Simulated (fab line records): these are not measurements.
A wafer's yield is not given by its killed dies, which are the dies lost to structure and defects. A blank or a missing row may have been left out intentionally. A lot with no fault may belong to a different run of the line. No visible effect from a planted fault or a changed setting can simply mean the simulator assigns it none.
fab line records / flow nand-harc
[record] lots = 6 wafers = 18 last-day = 23
route steps=1159 shown A_STAIRCASE@635 END@1159
lots with no fault: from the same line, run without faults
start-h: the number of hours between the record's first day and the start of the first shown wafer of the lot / wait-h: hours elapsed since this lot's preceding step / " identical to the entry in the row above / L1.1+2: a single row standing in for several wafers / - no value, or no start was given / * or withheld: withheld / < > ~ a bound
route shown NAME@n: names a module that has steps shown in the file, with the first one's number in the route / usual: average and standard deviation across the fault-free wafers / same: alike in all rows / chamber/n: place in a boat / sites: each site's reading / _std_site: standard deviation of those values / _edge_site: inner sites' mean taken away from outer sites' mean / radius-mm: how far each site lies from the wafer's centre / mask NAME#n: copy n / behind: the most recent tool/chamber to have shaped the wafer / hold: reason for holding the lot/hours on hold/outcome of the hold / device: which transistor (n, p or np) failed to switch / end of line: the same wafers' tests at the end of the route / for a step that has no rows: nothing shown but its recipe / killed: not the wafer's yield, but the dies lost to structure and defects at the first sort / map: per-die view of a wafer (x killed, . not killed, _ where there is no die)
set.NAME: the setting the step ran with; set.NAME@STEP: the setting that earlier step ran with / model.NAME: the simulator's own value behind a step, which no gauge read
lots seen at some steps along the route; tables by step, rows by wafer
services: a tool's chamber out of use, with start hour (start-h, from the record's first day; less than 0 if before it), hours out, and reason
[[steps]]
[step NHARC_A_STAIRCASE_SRD_241]
[step NHARC_A_STAIRCASE_DEHYDRATE_242]
[recipe] temp-c = 150 time-s = 120
[step NHARC_A_STAIRCASE_HMDS_243]
[recipe] time-s = 30
[step NHARC_A_STAIRCASE_COAT_244]
[recipe] spin-rpm = 1200
[step NHARC_A_STAIRCASE_SOFTBAKE_245]
[recipe] temp-c = 135 time-s = 170
[step NHARC_A_STAIRCASE_EBR_246]
[step NHARC_A_STAIRCASE_EXPOSE_247]
[recipe] na = 0.5 dose-mj = 25.34 mask-id = SDS_1
[step NHARC_A_STAIRCASE_PEB_248]
[recipe] peb-temp-c = 115 peb-time-s = 130
[step NHARC_A_STAIRCASE_DEVELOP_249]
[recipe] time-s = 140
[step NHARC_A_STAIRCASE_HARDBAKE_251]
[recipe] temp-c = 120 time-s = 140
[step NHARC_A_STAIRCASE_DESCUM_252]
[recipe] time-s = 3 o2-flow-sccm = 200 ar-flow-sccm = 0 bias-power-w = 0 chemistry = O2
[usual] drypump-motor-current-A = 5.9/0.54 oes-product-au = 0.996/0.014 rf-vpp-V = 57.6/0.89 showerhead-plenum-p-Torr = 1.90/0.11 throttle-valve-pct = 11.312/0.0088
lot.wafer=L168.2 tool=rie-diel-05 chamber=2 start-h=257.41 wait-h=- drypump-motor-current-A=6.1 oes-product-au=0.983 rf-hours-counter-h=33 rf-vpp-V=56.8 showerhead-plenum-p-Torr=1.83 throttle-valve-pct=11.318
lot.wafer=L168.1 tool=rie-diel-05 chamber=0 start-h=257.41 wait-h=- drypump-motor-current-A=4.7 oes-product-au=0.985 rf-hours-counter-h=33 rf-vpp-V=55.9 showerhead-plenum-p-Torr=1.89 throttle-valve-pct=11.321
lot.wafer=L168.5 tool=rie-diel-05 chamber=3 start-h=257.41 wait-h=- drypump-motor-current-A=6.5 oes-product-au=1.005 rf-hours-counter-h=- rf-vpp-V=57.3 showerhead-plenum-p-Torr=1.78 throttle-valve-pct=11.304
lot.wafer=L167.1 tool=rie-diel-05 chamber=2 start-h=270.92 wait-h=- drypump-motor-current-A=6.1 oes-product-au=0.971 rf-hours-counter-h=40 rf-vpp-V=56.2 showerhead-plenum-p-Torr=1.82 throttle-valve-pct=11.320
lot.wafer=L167.3 tool=rie-diel-05 chamber=1 start-h=270.92 wait-h=- drypump-motor-current-A=5.7 oes-product-au=0.987 rf-hours-counter-h=39 rf-vpp-V=57.3 showerhead-plenum-p-Torr=1.89 throttle-valve-pct=11.315
lot.wafer=L167.6 tool=rie-diel-05 chamber=3 start-h=270.92 wait-h=- drypump-motor-current-A=6.5 oes-product-au=1.009 rf-hours-counter-h=- rf-vpp-V=56.8 showerhead-plenum-p-Torr=1.78 throttle-valve-pct=11.310
lot.wafer=L172.3 tool=rie-diel-11 chamber=0 start-h=280.55 wait-h=- drypump-motor-current-A=5.8 oes-product-au=0.993 rf-hours-counter-h=31 rf-vpp-V=58.0 showerhead-plenum-p-Torr=1.82 throttle-valve-pct=11.301
lot.wafer=L172.5 tool=rie-diel-11 chamber=3 start-h=280.55 wait-h=- drypump-motor-current-A=6.6 oes-product-au=0.994 rf-hours-counter-h=- rf-vpp-V=57.0 showerhead-plenum-p-Torr=1.80 throttle-valve-pct=11.306
lot.wafer=L172.6 tool=rie-diel-11 chamber=0 start-h=280.55 wait-h=- drypump-motor-current-A=5.7 oes-product-au=1.000 rf-hours-counter-h=- rf-vpp-V=56.2 showerhead-plenum-p-Torr=1.82 throttle-valve-pct=11.324
lot.wafer=L179.1 tool=rie-diel-11 chamber=3 start-h=342.77 wait-h=- drypump-motor-current-A=6.6 oes-product-au=0.996 rf-hours-counter-h=57 rf-vpp-V=58.4 showerhead-plenum-p-Torr=1.79 throttle-valve-pct=11.324
lot.wafer=L179.4 tool=rie-diel-11 chamber=0 start-h=342.77 wait-h=- drypump-motor-current-A=5.8 oes-product-au=0.996 rf-hours-counter-h=55 rf-vpp-V=58.0 showerhead-plenum-p-Torr=1.81 throttle-valve-pct=11.319
lot.wafer=L179.5 tool=rie-diel-11 chamber=3 start-h=342.77 wait-h=- drypump-motor-current-A=6.6 oes-product-au=1.005 rf-hours-counter-h=- rf-vpp-V=58.3 showerhead-plenum-p-Torr=1.79 throttle-valve-pct=11.308
lot.wafer=L182.2 tool=rie-diel-05 chamber=0 start-h=349.79 wait-h=- drypump-motor-current-A=4.8 oes-product-au=1.012 rf-hours-counter-h=0 rf-vpp-V=56.3 showerhead-plenum-p-Torr=1.89 throttle-valve-pct=11.302
lot.wafer=L182.3 tool=rie-diel-05 chamber=2 start-h=349.79 wait-h=- drypump-motor-current-A=6.1 oes-product-au=0.972 rf-hours-counter-h=0 rf-vpp-V=57.0 showerhead-plenum-p-Torr=1.82 throttle-valve-pct=11.323
lot.wafer=L182.5 tool=rie-diel-05 chamber=0 start-h=349.79 wait-h=- drypump-motor-current-A=4.8 oes-product-au=1.010 rf-hours-counter-h=- rf-vpp-V=57.6 showerhead-plenum-p-Torr=1.88 throttle-valve-pct=11.314
lot.wafer=L184.4 tool=rie-diel-11 chamber=3 start-h=350.55 wait-h=- drypump-motor-current-A=6.6 oes-product-au=0.996 rf-hours-counter-h=61 rf-vpp-V=57.1 showerhead-plenum-p-Torr=1.79 throttle-valve-pct=11.294
lot.wafer=L184.3 tool=rie-diel-11 chamber=0 start-h=350.55 wait-h=- drypump-motor-current-A=5.8 oes-product-au=1.005 rf-hours-counter-h=58 rf-vpp-V=57.5 showerhead-plenum-p-Torr=1.81 throttle-valve-pct=11.317
lot.wafer=L184.5 tool=rie-diel-11 chamber=1 start-h=350.55 wait-h=- drypump-motor-current-A=5.7 oes-product-au=1.029 rf-hours-counter-h=- rf-vpp-V=58.4 showerhead-plenum-p-Torr=2.04 throttle-valve-pct=11.295
[step NHARC_A_STAIRCASE_ETCH_253]
[recipe] target-depth-a = 500 time-s = 20.2 ion-energy-ev = 400 c4f8-flow-sccm = 20 o2-flow-sccm = 10 ar-flow-sccm = withheld rf-w = 600 bias-w = 1000 chemistry = C4F8/O2
[usual] oes-product-au = 0.949/0.023 rf-vpp-V = 895/6.4
lot.wafer=L168.1 tool=rie-diel-05 chamber=3 start-h=257.54 wait-h=0.1 oes-product-au=0.947 rf-hours-counter-h=33 rf-vpp-V=887
lot.wafer=L168.2 tool=rie-diel-05 chamber=1 start-h=257.54 wait-h=0.1 oes-product-au=0.949 rf-hours-counter-h=33 rf-vpp-V=894
lot.wafer=L168.5 tool=rie-diel-05 chamber=3 start-h=257.54 wait-h=0.1 oes-product-au=0.944 rf-hours-counter-h=- rf-vpp-V=886
lot.wafer=L167.1 tool=rie-diel-05 chamber=1 start-h=271.01 wait-h=0.1 oes-product-au=0.902 rf-hours-counter-h=39 rf-vpp-V=894
lot.wafer=L167.3 tool=rie-diel-05 chamber=3 start-h=271.01 wait-h=0.1 oes-product-au=0.928 rf-hours-counter-h=38 rf-vpp-V=888
lot.wafer=L167.6 tool=rie-diel-05 chamber=1 start-h=271.01 wait-h=0.1 oes-product-au=0.900 rf-hours-counter-h=- rf-vpp-V=896
lot.wafer=L172.3 tool=rie-diel-11 chamber=0 start-h=280.64 wait-h=0.1 oes-product-au=0.963 rf-hours-counter-h=31 rf-vpp-V=890
lot.wafer=L172.6 tool=rie-diel-11 chamber=1 start-h=280.64 wait-h=0.1 oes-product-au=0.985 rf-hours-counter-h=- rf-vpp-V=903
lot.wafer=L172.5 tool=rie-diel-11 chamber=2 start-h=280.64 wait-h=0.1 oes-product-au=0.959 rf-hours-counter-h=- rf-vpp-V=904
lot.wafer=L179.1 tool=rie-diel-11 chamber=1 start-h=342.84 wait-h=0.1 oes-product-au=1.003 rf-hours-counter-h=60 rf-vpp-V=905
lot.wafer=L179.4 tool=rie-diel-11 chamber=0 start-h=342.84 wait-h=0.1 oes-product-au=0.675 rf-hours-counter-h=55 rf-vpp-V=889
lot.wafer=L179.5 tool=rie-diel-11 chamber=2 start-h=342.84 wait-h=0.1 oes-product-au=0.962 rf-hours-counter-h=- rf-vpp-V=903
lot.wafer=L182.2 tool=rie-diel-05 chamber=0 start-h=349.87 wait-h=0.1 oes-product-au=0.978 rf-hours-counter-h=0 rf-vpp-V=894
lot.wafer=L182.3 tool=rie-diel-05 chamber=1 start-h=349.87 wait-h=0.1 oes-product-au=0.997 rf-hours-counter-h=0 rf-vpp-V=894
lot.wafer=L182.5 tool=rie-diel-05 chamber=1 start-h=349.87 wait-h=0.1 oes-product-au=0.995 rf-hours-counter-h=- rf-vpp-V=894
lot.wafer=L184.4 tool=rie-diel-11 chamber=0 start-h=350.62 wait-h=0.1 oes-product-au=0.647 rf-hours-counter-h=58 rf-vpp-V=889
lot.wafer=L184.3 tool=rie-diel-11 chamber=3 start-h=350.62 wait-h=0.1 oes-product-au=0.919 rf-hours-counter-h=61 rf-vpp-V=888
lot.wafer=L184.5 tool=rie-diel-11 chamber=0 start-h=350.62 wait-h=0.1 oes-product-au=0.639 rf-hours-counter-h=- rf-vpp-V=889
[step NHARC_A_STAIRCASE_STRIP_254]
[recipe] power-w = 1500 temp-c = 250 chemistry = O2
[usual] drypump-motor-current-A = 6.1/0.33 heater-power-w = 303/35
lot.wafer=L168.2 tool=plasma-asher-02 chamber=0 start-h=257.63 wait-h=- drypump-motor-current-A=5.7 heater-power-w=270 rf-hours-counter-h=22
lot.wafer=L168.1 tool=plasma-asher-02 chamber=1 start-h=257.63 wait-h=- drypump-motor-current-A=6.1 heater-power-w=287 rf-hours-counter-h=22
lot.wafer=L168.5 tool=plasma-asher-02 chamber=0 start-h=257.63 wait-h=- drypump-motor-current-A=5.7 heater-power-w=271 rf-hours-counter-h=-
lot.wafer=L167.1 tool=plasma-asher-01 chamber=0 start-h=271.71 wait-h=- drypump-motor-current-A=6.4 heater-power-w=375 rf-hours-counter-h=59
lot.wafer=L167.3 tool=plasma-asher-01 chamber=0 start-h=271.71 wait-h=- drypump-motor-current-A=6.4 heater-power-w=379 rf-hours-counter-h=-
lot.wafer=L167.6 tool=plasma-asher-01 chamber=1 start-h=271.71 wait-h=- drypump-motor-current-A=6.5 heater-power-w=327 rf-hours-counter-h=-
lot.wafer=L172.3 tool=plasma-asher-02 chamber=0 start-h=281.69 wait-h=- drypump-motor-current-A=5.7 heater-power-w=272 rf-hours-counter-h=-
lot.wafer=L172.6 tool=plasma-asher-02 chamber=1 start-h=281.69 wait-h=- drypump-motor-current-A=6.1 heater-power-w=290 rf-hours-counter-h=-
lot.wafer=L172.5 tool=plasma-asher-02 chamber=0 start-h=281.69 wait-h=- drypump-motor-current-A=5.7 heater-power-w=271 rf-hours-counter-h=-
lot.wafer=L179.1 tool=plasma-asher-01 chamber=0 start-h=342.93 wait-h=- drypump-motor-current-A=6.4 heater-power-w=359 rf-hours-counter-h=17
lot.wafer=L179.4 tool=plasma-asher-01 chamber=0 start-h=342.93 wait-h=- drypump-motor-current-A=6.5 heater-power-w=372 rf-hours-counter-h=-
lot.wafer=L179.5 tool=plasma-asher-01 chamber=1 start-h=342.93 wait-h=- drypump-motor-current-A=6.5 heater-power-w=308 rf-hours-counter-h=-
lot.wafer=L182.2 tool=plasma-asher-01 chamber=0 start-h=349.96 wait-h=- drypump-motor-current-A=6.4 heater-power-w=375 rf-hours-counter-h=20
lot.wafer=L182.3 tool=plasma-asher-01 chamber=1 start-h=349.96 wait-h=- drypump-motor-current-A=6.5 heater-power-w=323 rf-hours-counter-h=-
lot.wafer=L182.5 tool=plasma-asher-01 chamber=1 start-h=349.96 wait-h=- drypump-motor-current-A=6.5 heater-power-w=316 rf-hours-counter-h=-
lot.wafer=L184.3 tool=plasma-asher-01 chamber=0 start-h=350.81 wait-h=- drypump-motor-current-A=6.5 heater-power-w=364 rf-hours-counter-h=-
lot.wafer=L184.4 tool=plasma-asher-01 chamber=1 start-h=350.81 wait-h=- drypump-motor-current-A=6.5 heater-power-w=314 rf-hours-counter-h=-
lot.wafer=L184.5 tool=plasma-asher-01 chamber=1 start-h=350.81 wait-h=- drypump-motor-current-A=6.5 heater-power-w=314 rf-hours-counter-h=-
[step NHARC_END_SORT_01]
[recipe] temp-c = 25
[usual] killed-at-array = 25/10 killed-at-other = 0.6/0.91 killed-at-periphery = 3.6/2.9 killed-dies = 29/10 killed-open = 3.3/2 killed-short = 1.9/1.5
[same] gross-dies = 677
lot.wafer=L179.4 tool=prober-02 chamber=0 start-h=534.78 wait-h=3.4 killed-at-array=631 killed-at-other=0 killed-at-periphery=3 killed-dies=634 killed-open=3 killed-short=6
lot.wafer=L184.4 tool=prober-01 chamber=0 start-h=542.70 wait-h=3.4 killed-at-array=631 killed-at-other=0 killed-at-periphery=1 killed-dies=632 killed-open=1 killed-short=2
lot.wafer=L184.5 tool=prober-01 chamber=0 start-h=543.49 wait-h=3.7 killed-at-array=651 killed-at-other=0 killed-at-periphery=2 killed-dies=653 killed-open=2 killed-short=1
// killed by level:class
L179.4 A_STAIRCASE:area-etch=599 A_CHANNEL_HOLE_D1:chamber-film-flake=9 A_SLIT:chamber-film-flake=9 A_WL_FILL:chamber-film-flake=4 A_CONTACT:chamber-film-flake=2 P_CONTACT:geometric-particle:open=1 P_M0:geometric-particle:open=1 A_SOURCE_PLATE:geometric-particle:short=1
L184.4 A_STAIRCASE:area-etch=616 A_CHANNEL_HOLE_D1:chamber-film-flake=5 A_BONDPAD:chamber-film-flake=3 A_CONTACT:chamber-film-flake=2 A_CHANNEL_HOLE_D1:geometric-particle:short=1 A_CONTACT:geometric-particle:open=1 A_CONTACT:geometric-particle:short=1 P_GATE:chamber-film-flake=1
L184.5 A_STAIRCASE:area-etch=638 A_CONTACT:chamber-film-flake=5 P_GATE:chamber-film-flake=2 A_CHANNEL_HOLE_D1:chamber-film-flake=2 A_WL_FILL:chamber-film-flake=2 A_SGD_CUT:geometric-particle:short=1 A_CONTACT:geometric-particle:open=1 A_M0:geometric-particle:open=1
// map L179.4 (x killed, . not)
____________x____________
_________xxxxxxx_________
_______xxxxxxxxxxx_______
______xxxxxxxxxxxxx______
_____xxxxxxxxxxxxxxx_____
____xxxxxxxxxxxxxxxxx____
____xxxxxxxxxxxxxxxxx____
___xxxxxxxxxxxx.xxxxxx___
___xxxxxxxx.xxxxxxxxxx___
__xxxxxxxxxx.xxxxxxxxxx__
__xxxxxxxxxxxxxxx.xxxxx__
_xxxxxxxxxxxxxxxxxxxxxxx_
_xxxxxxxxxxxxxxxxxxxxxxx_
_xxxxxxxxxxxxxxxxxxxxxxx_
_xxxxxxxxxxx.xxx.x.xxxxx_
_xxxxxxxx.x.xxxxx.x.x.xx_
xxxxxx..xxxx.x.xxxxx.xxxx
xxxxxxxxxxxxxxxxxxxx.xxxx
xxxxxxx.xxxxxxxx..xxxxxxx
xxxxxxxx.xx.xxxx.xxxxxxxx
xxxxxxxxxxxxx.xxx.xxxxxxx
_xxxxxxxxxxxx..xx.xxxxxx_
_xxxxxxxx.xxxxxxxxx.xxxx_
_xxxxxxxxxxxxxxxxxxxxxxx_
_xxxxxx.x..xx.xxxxxx.xxx_
_xxxxxxxxxxxxxxxxxxxx.xx_
__xxxxxxxx.xxxxx.xxxxxx__
__xxxxxxxxx.x.xxxxxxxxx__
___xxxxxxxxxxxxxxxxxxx___
___xxxxxxxxxxxxxxxxxxx___
____xxxx.xxxxxxxxxxxx____
____xxxxxxxxx.xxxxxxx____
_____xxxxxxxxxxxxxxx_____
______xxxxxxxxxxxxx______
_______xxxxxxxxxxx_______
_________xxxxxxx_________
____________x____________
// map L184.5 (x killed, . not)
____________x____________
_________xxxxxxx_________
_______xxxxxxxxx.x_______
______xxxxxxxxxxxxx______
_____xxxx.xx.xxx.xxx_____
____xxxxxxxxxxxxxxxxx____
____xxxxxxxxxxxxxxxxx____
___xxxxxxxxxxxx.xxxxxx___
___xxxxxxxxxxxxxxxxxxx___
__xxx..xxxxxxxxxxxxxxxx__
__xxx..xxxxxxxxxxxxxxxx__
_xxxx.xxxxxxxxxxxxxxxxxx_
_xxxxxxxxxxxxxxxxxxxxxxx_
_xxxxxxxxxxxxxxxxxxxxxxx_
_xxxxxxxxxxxxxxxxxxxxxxx_
_xxxxxxxxxxxx.xxxxxxxxxx_
xxxxxxxxxxxxxxxxxxxxxxxxx
xxxxxxxxxxxxxxxxxxx.xxxxx
xxxxxxxxxxxxxx.xxxxxxxxxx
xxxxxx..xxxxxxxxxxxxxxxxx
xxxxxxxxxxxxxxx.xxxxxxxxx
_xxxxxxxxxx..xxxxxxxxxxx_
_xxxxxxxxxxxx.xxxxxxxxxx_
_xxxxxxxxxxxxxxxxxxxxxxx_
_xxxxxx.xxx.xxxxxxxxxxxx_
_xxxxxxxxxxxxxxxxxxxxxxx_
__xxxxxxx.xxxxxxxxxxxxx__
__xxxxxx.xxxxxxxxxxxxxx__
___xxxxxxxxxxxxxxxxxxx___
___xxxxxxxx.xxxxxxxxxx___
____xxxxxxxxxxxxxxxxx____
____xxxxxxxxxxxxxxxxx____
_____xxxxxxxxxxxxxxx_____
______xxxxxxxxxxxxx______
_______xxxxxxxxxxx_______
_________xxxxxxx_________
____________x____________
[[services]]
tool=rie-diel-11 chamber=2 start-h=242.83 hours=4.5 kind=repair
tool=rie-diel-05 chamber=0 start-h=246.32 hours=- kind=clean
tool=rie-diel-05 chamber=1 start-h=246.32 hours=- kind=clean
tool=rie-diel-05 chamber=2 start-h=246.32 hours=- kind=clean
tool=rie-diel-05 chamber=3 start-h=246.32 hours=- kind=clean
tool=rie-diel-11 chamber=0 start-h=247.52 hours=- kind=clean
tool=rie-diel-11 chamber=1 start-h=247.52 hours=- kind=clean
tool=rie-diel-11 chamber=2 start-h=247.52 hours=- kind=clean
tool=rie-diel-11 chamber=3 start-h=247.52 hours=- kind=clean
tool=rie-diel-11 chamber=0 start-h=259.02 hours=6.5 kind=repair
tool=rie-diel-05 chamber=0 start-h=270.82 hours=- kind=clean
tool=rie-diel-05 chamber=1 start-h=270.82 hours=- kind=clean
tool=rie-diel-05 chamber=2 start-h=270.82 hours=- kind=clean
tool=rie-diel-05 chamber=3 start-h=270.82 hours=- kind=clean
tool=rie-diel-11 chamber=0 start-h=272.02 hours=- kind=clean
tool=rie-diel-11 chamber=1 start-h=272.02 hours=- kind=clean
tool=rie-diel-11 chamber=2 start-h=272.02 hours=- kind=clean
tool=rie-diel-11 chamber=3 start-h=272.02 hours=- kind=clean
tool=plasma-asher-01 chamber=- start-h=276.05 hours=9.0 kind=pm
tool=rie-diel-05 chamber=0 start-h=295.32 hours=- kind=clean
tool=rie-diel-05 chamber=1 start-h=295.32 hours=- kind=clean
tool=rie-diel-05 chamber=2 start-h=295.32 hours=- kind=clean
tool=plasma-asher-01 chamber=- start-h=306.97 hours=4.4 kind=repair
tool=rie-diel-05 chamber=- start-h=340.65 hours=9.0 kind=pm
[[key]]
[first-sign] step = NHARC_A_STAIRCASE_ETCH_253 reading = oes-product-au direction = down sigmas = 13 usual = 0.949 struck = 0.653
[effect] step = NHARC_END_SORT_01 reading = killed-dies direction = up sigmas = 59 usual = 29 struck = 640
[more-kills-born-at] NHARC_A_STAIRCASE_ETCH_253@rie-diel-11 = 1853
met-at NHARC_A_STAIRCASE_ETCH_253
struck-wafers L179.4,L184.4,L184.5
later-rows-left-out L179.4,L184.4,L184.5
tester-left-out L179,L184
onset-between 280.64 342.84
[fault] kind = process-parameter-drift tool = rie-diel-11 chamber = 0 onset-h = 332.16 steps = NHARC_A_STAIRCASE_ETCH_253 channel = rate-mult offset = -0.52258 shape = step end-h = 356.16
// tester-left-out: of these lots the tester's yield and bins aren't shown, on N5 and GAA mostly nor the transistor test; their killed dies are dies lost to structure and defects alone, not to doping, threshold or leakage, so they don't give the yield
// later-rows-left-out: the simulator's readings of these wafers behind a module that went badly wrong aren't trusted and aren't shown, but for the sort
